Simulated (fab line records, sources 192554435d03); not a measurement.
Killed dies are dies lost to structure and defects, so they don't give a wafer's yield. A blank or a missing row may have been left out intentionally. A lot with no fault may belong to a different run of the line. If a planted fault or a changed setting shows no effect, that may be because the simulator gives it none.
What tool caused it? :: flow n5-finfet :: 9 lots with 27 wafers sampled at 5 steps, on a route of 1938 steps

== WHAT THE GAUGES READ, wafer by wafer ==
N5_BEOL_M4_RC_MEAS_101.
lot: L847
measured: day 8 04:54
on: prober-01
DIBL_N (mV/V): 34.3 38.8 36.5
DIBL_P (mV/V): 33.6 39.7 35.2
IOFF_N (nA/um): 0.129 0.233 0.155
IOFF_P (nA/um): 0.19 0.29 0.22
ION_N (uA/um): 660 687 672
ION_P (uA/um): 462 468 457
RS_NWELL (ohm/sq): 1037 1032 1041
SS_N (mV/dec): 71.6 72.8 72.1
SS_P (mV/dec): 72.8 74.8 73.3
VT_N (mV): 250.5 243.2 251.0
VT_P (mV): -248 -244 -247

lot: L849
measured: day 9 04:48
on: prober-02
DIBL_N (mV/V): 36.3 38.0 36.7
DIBL_P (mV/V): 36.2 39.1 35.7
IOFF_N (nA/um): 0.161 0.208 0.169
IOFF_P (nA/um): 0.22 0.28 0.21
ION_N (uA/um): 674 682 674
ION_P (uA/um): 462 465 454
RS_NWELL (ohm/sq): 1034 1036 1038
SS_N (mV/dec): 71.1 72.0 71.8
SS_P (mV/dec): 74.1 73.7 73.2
VT_N (mV): 249.6 246.3 250.4
VT_P (mV): -247 -248 -247

lot: L850
measured: day 9 12:25
on: prober-02
DIBL_N (mV/V): 37.0 35.1 34.3
DIBL_P (mV/V): 38.7 36.5 35.6
IOFF_N (nA/um): 0.187 0.160 0.139
IOFF_P (nA/um): 0.24 0.20 0.18
ION_N (uA/um): 680 680 673
ION_P (uA/um): 455 468 459
RS_NWELL (ohm/sq): 1126 1112 1121
SS_N (mV/dec): 72.2 71.6 71.5
SS_P (mV/dec): 74.2 73.1 73.1
VT_N (mV): 246.1 248.8 249.6
VT_P (mV): -249 -253 -255

lot: L852
measured: day 9 05:35
on: prober-01
DIBL_N (mV/V): 35.8 37.2 35.4
DIBL_P (mV/V): 37.4 38.3 36.6
IOFF_N (nA/um): 0.168 0.183 0.158
IOFF_P (nA/um): 0.24 0.24 0.21
ION_N (uA/um): 689 681 666
ION_P (uA/um): 473 463 459
RS_NWELL (ohm/sq): 1119 1131 1124
SS_N (mV/dec): 71.4 71.7 70.7
SS_P (mV/dec): 73.3 73.6 73.8
VT_N (mV): 248.0 246.9 249.3
VT_P (mV): -249 -247 -252

lot: L864
measured: day 12 12:24
on: prober-01
DIBL_N (mV/V): 37.8 34.7 37.3
DIBL_P (mV/V): 38.4 34.8 38.4
IOFF_N (nA/um): 0.207 0.137 0.178
IOFF_P (nA/um): 0.23 0.18 0.23
ION_N (uA/um): 679 658 672
ION_P (uA/um): 458 456 459
RS_NWELL (ohm/sq): 1037 1037 1032
SS_N (mV/dec): 72.8 71.4 72.2
SS_P (mV/dec): 73.4 72.3 74.3
VT_N (mV): 246.9 250.4 245.6
VT_P (mV): -248 -252 -248

lot: L865
measured: day 13 00:23
on: prober-01
DIBL_N (mV/V): 35.5 37.5 35.4
DIBL_P (mV/V): 35.9 38.4 35.7
IOFF_N (nA/um): 0.162 0.193 0.156
IOFF_P (nA/um): 0.25 0.28 0.24
ION_N (uA/um): 663 680 667
ION_P (uA/um): 465 472 462
RS_NWELL (ohm/sq): 1043 1043 1044
SS_N (mV/dec): 72.1 72.4 71.2
SS_P (mV/dec): 72.7 74.2 72.8
VT_N (mV): 249.5 248.3 249.9
VT_P (mV): -243 -244 -248

lot: L866
measured: day 13 21:21
on: prober-02
DIBL_N (mV/V): 36.1 37.1 37.0
DIBL_P (mV/V): 34.4 36.0 36.6
IOFF_N (nA/um): 0.142 0.142 0.158
IOFF_P (nA/um): 0.15 0.17 0.18
ION_N (uA/um): 664 643 674
ION_P (uA/um): 450 441 450
RS_NWELL (ohm/sq): 1033 1035 1044
SS_N (mV/dec): 70.9 71.9 71.8
SS_P (mV/dec): 72.8 73.1 73.2
VT_N (mV): 249.5 253.3 248.2
VT_P (mV): -258 -254 -255

lot: L868
measured: day 13 21:41
on: prober-01
DIBL_N (mV/V): 36.2 35.4 34.2
DIBL_P (mV/V): 37.0 37.1 34.5
IOFF_N (nA/um): 0.186 0.171 0.136
IOFF_P (nA/um): 0.23 0.22 0.18
ION_N (uA/um): 670 690 660
ION_P (uA/um): 458 465 451
RS_NWELL (ohm/sq): 1032 1031 1030
SS_N (mV/dec): 72.1 71.6 71.1
SS_P (mV/dec): 73.9 74.4 72.8
VT_N (mV): 245.1 248.0 251.7
VT_P (mV): -248 -250 -253

lot: L869
measured: day 14 04:16
on: prober-02
DIBL_N (mV/V): 36.1 35.0 38.2
DIBL_P (mV/V): 36.2 35.4 39.4
IOFF_N (nA/um): 0.149 0.136 0.190
IOFF_P (nA/um): 0.18 0.17 0.24
ION_N (uA/um): 665 678 675
ION_P (uA/um): 456 459 462
RS_NWELL (ohm/sq): 1042 1047 1037
SS_N (mV/dec): 71.0 70.9 71.5
SS_P (mV/dec): 72.9 73.7 74.2
VT_N (mV): 252.6 253.1 249.5
VT_P (mV): -253 -255 -248

== WHICH TOOL RAN EACH LOT (tool, then ch and the chambers of the sampled wafers, then the start) ==
lot: L847
N5_ZERO_LAYER_PECVD_02: pecvd-04 ch 0,1, day 1 18:17
N5_WELL_APT_DESCUM_13: rie-diel-05 ch 0,3, day 1 20:01
N5_WELL_APT_IMPLANT_14: implanter-02 ch 0, day 1 20:07
N5_PMOS_HMC_CHANNEL_EPI_HM_DEP_34: pecvd-04 ch 0,1,2, day 2 00:01

lot: L849
N5_ZERO_LAYER_PECVD_02: pecvd-02 ch 0,1, day 2 06:17
N5_WELL_APT_DESCUM_13: rie-diel-06 ch 0,1,2, day 2 07:50
N5_WELL_APT_IMPLANT_14: implanter-02 ch 0, day 2 07:56
N5_PMOS_HMC_CHANNEL_EPI_HM_DEP_34: pecvd-04 ch 0,1,2, day 2 10:52

lot: L850
N5_ZERO_LAYER_PECVD_02: pecvd-04 ch 0,1,2, day 2 12:17
N5_WELL_APT_DESCUM_13: rie-diel-01 ch 0,2,3, day 2 13:53
N5_WELL_APT_IMPLANT_14: implanter-02 ch 0, day 2 13:59
N5_PMOS_HMC_CHANNEL_EPI_HM_DEP_34: pecvd-04 ch 0,1,2, day 2 17:31

lot: L852
N5_ZERO_LAYER_PECVD_02: pecvd-02 ch 0,1, day 3 00:17
N5_WELL_APT_DESCUM_13: rie-diel-06 ch 0,2,3, day 3 01:59
N5_WELL_APT_IMPLANT_14: implanter-02 ch 0, day 3 02:07
N5_PMOS_HMC_CHANNEL_EPI_HM_DEP_34: pecvd-04 ch 0,1, day 3 05:23

lot: L864
N5_ZERO_LAYER_PECVD_02: pecvd-04 ch 0,2, day 6 00:17
N5_WELL_APT_DESCUM_13: rie-diel-06 ch 0,1,2, day 6 01:46
N5_WELL_APT_IMPLANT_14: implanter-02 ch 0, day 6 01:52
N5_PMOS_HMC_CHANNEL_EPI_HM_DEP_34: pecvd-02 ch 1,2, day 6 04:47

lot: L865
N5_ZERO_LAYER_PECVD_02: pecvd-02 ch 0,1, day 6 06:17
N5_WELL_APT_DESCUM_13: rie-diel-01 ch 0,1,2, day 6 07:44
N5_WELL_APT_IMPLANT_14: implanter-01 ch 0, day 6 07:50
N5_PMOS_HMC_CHANNEL_EPI_HM_DEP_34: pecvd-02 ch 1,2, day 6 11:34

lot: L866
N5_ZERO_LAYER_PECVD_02: pecvd-02 ch 1,2, day 6 12:17
N5_WELL_APT_DESCUM_13: rie-diel-05 ch 0,1,3, day 6 14:14
N5_WELL_APT_IMPLANT_14: implanter-01 ch 0, day 6 14:20
N5_PMOS_HMC_CHANNEL_EPI_HM_DEP_34: pecvd-03 ch 0,1, day 6 17:31

lot: L868
N5_ZERO_LAYER_PECVD_02: pecvd-01 ch 0,1,2, day 7 00:17
N5_WELL_APT_DESCUM_13: rie-diel-05 ch 2,3, day 7 01:59
N5_WELL_APT_IMPLANT_14: implanter-01 ch 0, day 7 02:05
N5_PMOS_HMC_CHANNEL_EPI_HM_DEP_34: pecvd-04 ch 0,1,2, day 7 04:55

lot: L869
N5_ZERO_LAYER_PECVD_02: pecvd-04 ch 0,2, day 7 06:17
N5_WELL_APT_DESCUM_13: rie-diel-06 ch 1,2,3, day 7 07:38
N5_WELL_APT_IMPLANT_14: implanter-02 ch 0, day 7 07:44
N5_PMOS_HMC_CHANNEL_EPI_HM_DEP_34: pecvd-03 ch 0,1,2, day 7 10:34
- N5_ZERO_LAYER_PECVD_02: deposits SiO2 from SiH4/N2O, target thk 10 nm, time 6 s.
- N5_WELL_APT_DESCUM_13: chemistry O2, time 7.9 s.
- N5_WELL_APT_IMPLANT_14
- N5_PMOS_HMC_CHANNEL_EPI_HM_DEP_34: deposits SiO2 from TEOS/O2, target thk 36 nm, time 6.9 s.

== AS READ BY THE TOOLS THEMSELVES (means over the sampled wafers that have a number; for cases with no such wafer, the mark the record gives instead) ==
N5_ZERO_LAYER_PECVD_02.
lot: L847
tool: pecvd-04
heater-power-w (W): 794
showerhead-plenum-p-Torr (Torr): 8.04
showerhead-vpp-V (V): 1094

lot: L849
tool: pecvd-02
heater-power-w (W): 943
showerhead-plenum-p-Torr (Torr): 8.29
showerhead-vpp-V (V): 1088

lot: L850
tool: pecvd-04
heater-power-w (W): 909
showerhead-plenum-p-Torr (Torr): 8.00
showerhead-vpp-V (V): 1071

lot: L852
tool: pecvd-02
heater-power-w (W): 920
showerhead-plenum-p-Torr (Torr): 8.28
showerhead-vpp-V (V): 1089

lot: L864
tool: pecvd-04
heater-power-w (W): 904
showerhead-plenum-p-Torr (Torr): 7.94
showerhead-vpp-V (V): 1044

lot: L865
tool: pecvd-02
heater-power-w (W): 951
showerhead-plenum-p-Torr (Torr): 8.28
showerhead-vpp-V (V): 1077

lot: L866
tool: pecvd-02
heater-power-w (W): 924
showerhead-plenum-p-Torr (Torr): 8.17
showerhead-vpp-V (V): 1006

lot: L868
tool: pecvd-01
heater-power-w (W): 724
showerhead-plenum-p-Torr (Torr): 8.08
showerhead-vpp-V (V): 1055

lot: L869
tool: pecvd-04
heater-power-w (W): 921
showerhead-plenum-p-Torr (Torr): 7.95
showerhead-vpp-V (V): 1037

N5_WELL_APT_DESCUM_13.
lot: L847
tool: rie-diel-05
drypump-motor-current-A (A): 5.2
oes-product-au (a.u.): 0.78
rf-vpp-V (V): 243.0
showerhead-plenum-p-Torr (Torr): 2.03
throttle-valve-pct (%): 20.36

lot: L849
tool: rie-diel-06
drypump-motor-current-A (A): 5.8
oes-product-au (a.u.): 0.76
rf-vpp-V (V): 243.9
showerhead-plenum-p-Torr (Torr): 2.10
throttle-valve-pct (%): 20.54

lot: L850
tool: rie-diel-01
drypump-motor-current-A (A): 5.7
oes-product-au (a.u.): 0.79
rf-vpp-V (V): 243.3
showerhead-plenum-p-Torr (Torr): 2.13
throttle-valve-pct (%): 20.26

lot: L852
tool: rie-diel-06
drypump-motor-current-A (A): 5.8
oes-product-au (a.u.): 0.79
rf-vpp-V (V): 244.5
showerhead-plenum-p-Torr (Torr): 2.15
throttle-valve-pct (%): 20.50

lot: L864
tool: rie-diel-06
drypump-motor-current-A (A): 5.8
oes-product-au (a.u.): 0.74
rf-vpp-V (V): 242.4
showerhead-plenum-p-Torr (Torr): 2.09
throttle-valve-pct (%): 20.58

lot: L865
tool: rie-diel-01
drypump-motor-current-A (A): 6.0
oes-product-au (a.u.): 0.75
rf-vpp-V (V): 243.6
showerhead-plenum-p-Torr (Torr): 2.11
throttle-valve-pct (%): 20.34

lot: L866
tool: rie-diel-05
drypump-motor-current-A (A): 5.7
oes-product-au (a.u.): 0.73
rf-vpp-V (V): 241.2
showerhead-plenum-p-Torr (Torr): 1.99
throttle-valve-pct (%): 20.59

lot: L868
tool: rie-diel-05
drypump-motor-current-A (A): 5.2
oes-product-au (a.u.): 0.72
rf-vpp-V (V): 242.3
showerhead-plenum-p-Torr (Torr): 2.04
throttle-valve-pct (%): 20.41

lot: L869
tool: rie-diel-06
drypump-motor-current-A (A): 5.7
oes-product-au (a.u.): 0.74
rf-vpp-V (V): 242.8
showerhead-plenum-p-Torr (Torr): 2.08
throttle-valve-pct (%): 20.55

N5_WELL_APT_IMPLANT_14.
lot: L847
tool: implanter-02
dose-ions-cm2: 1.5002e+13
faraday-current-uA: 190

lot: L849
tool: implanter-02
dose-ions-cm2: 1.4997e+13
faraday-current-uA: 190

lot: L850
tool: implanter-02
dose-ions-cm2: 1.2989e+13
faraday-current-uA: 165

lot: L852
tool: implanter-02
dose-ions-cm2: 1.2970e+13
faraday-current-uA: 164

lot: L864
tool: implanter-02
dose-ions-cm2: 1.5004e+13
faraday-current-uA: 189

lot: L865
tool: implanter-01
dose-ions-cm2: 1.4977e+13
faraday-current-uA: 187

lot: L866
tool: implanter-01
dose-ions-cm2: 1.4986e+13
faraday-current-uA: 192

lot: L868
tool: implanter-01
dose-ions-cm2: 1.4980e+13
faraday-current-uA: 192

lot: L869
tool: implanter-02
dose-ions-cm2: 1.4985e+13
faraday-current-uA: 185

N5_PMOS_HMC_CHANNEL_EPI_HM_DEP_34.
lot: L847
tool: pecvd-04
heater-power-w (W): 652
showerhead-plenum-p-Torr (Torr): 8.32
showerhead-vpp-V (V): 1942
throttle-valve-pct (%): 18.2

lot: L849
tool: pecvd-04
heater-power-w (W): 690
showerhead-plenum-p-Torr (Torr): 8.30
showerhead-vpp-V (V): 1942
throttle-valve-pct (%): 18.3

lot: L850
tool: pecvd-04
heater-power-w (W): 706
showerhead-plenum-p-Torr (Torr): 8.30
showerhead-vpp-V (V): 1926
throttle-valve-pct (%): 18.3

lot: L852
tool: pecvd-04
heater-power-w (W): 731
showerhead-plenum-p-Torr (Torr): 8.32
showerhead-vpp-V (V): 1975
throttle-valve-pct (%): 18.5

lot: L864
tool: pecvd-02
heater-power-w (W): 729
showerhead-plenum-p-Torr (Torr): 8.35
showerhead-vpp-V (V): 1823
throttle-valve-pct (%): 17.9

lot: L865
tool: pecvd-02
heater-power-w (W): 692
showerhead-plenum-p-Torr (Torr): 8.35
showerhead-vpp-V (V): 1812
throttle-valve-pct (%): 17.8

lot: L866
tool: pecvd-03
heater-power-w (W): 526
showerhead-plenum-p-Torr (Torr): 8.34
showerhead-vpp-V (V): 1872
throttle-valve-pct (%): 19.0

lot: L868
tool: pecvd-04
heater-power-w (W): 688
showerhead-plenum-p-Torr (Torr): 8.30
showerhead-vpp-V (V): 1908
throttle-valve-pct (%): 18.6

lot: L869
tool: pecvd-03
heater-power-w (W): 547
showerhead-plenum-p-Torr (Torr): 8.35
showerhead-vpp-V (V): 1876
throttle-valve-pct (%): 18.5

== THE ANSWER, worked out from the rows above alone ==
Rule: the lots themselves supply what counts as usual. Put in order of their means at a reading, lots are off if they are a third of the lots or fewer, leave a main group of 4 or more, and stand apart from it by a gap of 3 or more times the standard deviation of the main group's means; of several such gaps the widest counts. A main group is skipped when, at the precision printed for the reading in the tables above, its means are all equal. A lot without any number at a reading at which 4 lots or more have one is off too. The other lots that the step has rows for count as sound. The gauges are gone through in route order, then the tools' own readings, and for those a lot's mean is taken as printed above. At the first step where some lot is off, the reading lying furthest off is the one used; lots without a number count as furthest.
Off: L850, L852, at N5_BEOL_M4_RC_MEAS_101 (RS_NWELL). Main group: mean 1037 ohm/sq, sd 3.9.
If a tool, at a process step before that reading, ran all the lots that are off and no sound lot after the first of them, it fits. Not tried: the gauges at N5_BEOL_M4_RC_MEAS_101; whatever is off there is also off at N5_WELL_APT_IMPLANT_14, on other tools, and gauge error can't account for it. Of those tried, none fits.

== WHAT THE SIMULATOR HAD INSERTED ==
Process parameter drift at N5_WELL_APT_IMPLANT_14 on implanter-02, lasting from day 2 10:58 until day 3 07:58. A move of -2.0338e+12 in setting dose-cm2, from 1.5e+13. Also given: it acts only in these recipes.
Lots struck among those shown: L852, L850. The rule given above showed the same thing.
